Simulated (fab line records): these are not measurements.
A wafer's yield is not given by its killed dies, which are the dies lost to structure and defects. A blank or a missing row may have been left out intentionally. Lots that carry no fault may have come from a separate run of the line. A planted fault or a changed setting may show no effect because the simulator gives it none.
Matching of chambers | flow n5 finfet | cmp-03 running N5_SDB_CMP_30: 4 sister chambers
The step polishes, stops on poly-Si, t overpolish 1.54 s, target thk 30 nm. 4 wafers are shown with their chamber, then 11 later ones without.

WAFERS PAIRED WITH THEIR CHAMBERS
wafer  | chamber | motor current A (A)
L089.1 | 3       | 10.7
L089.3 | 0       | 11.8
L090.5 | 2       | 11.4
L093.2 | 1       | 12.3

WAFERS WHOSE CHAMBER IS MISSING
wafer  | motor current A (A)
L093.3 | 11.0
L093.5 | 11.4
L094.1 | 10.6
L094.2 | 12.0
L094.3 | 11.1
L095.1 | 11.4
L095.3 | 12.0
L095.5 | 12.5
L096.1 | 12.6
L096.5 | 10.9
L096.6 | 12.3

EACH ONE'S CHAMBER
wafer  | from the rows above     | in truth
L093.3 | can't be placed: 3 or 2 | 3
L093.5 | 2                       | 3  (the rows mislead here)
L094.1 | 3                       | 3
L094.2 | can't be placed: 0 or 1 | 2
L094.3 | can't be placed: 2 or 3 | 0
L095.1 | 2                       | 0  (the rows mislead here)
L095.3 | can't be placed: 0 or 1 | 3
L095.5 | 1                       | 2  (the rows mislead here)
L096.1 | 1                       | 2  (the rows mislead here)
L096.5 | can't be placed: 3 or 2 | 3
L096.6 | 1                       | 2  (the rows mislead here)
Placed correctly: 1 of 11. Cannot be placed on the basis of these rows: 5; the candidates contain the true chamber in 2. Number placed wrongly: 5.
How it was worked out, from the rows above alone: a wafer's distance from a chamber is the root of the sum, over the readings, of the square of ((its reading less the chamber's mean) divided by the reading's scatter). If the next closest chamber is less than 2 further off than the closest, the wafer can't be placed; otherwise it belongs to the closest. Each chamber's mean is taken over the wafers shown for it. The scatter: with one shown wafer a chamber, the root of the mean of the squares of how far each hidden wafer lies from its nearest shown one.
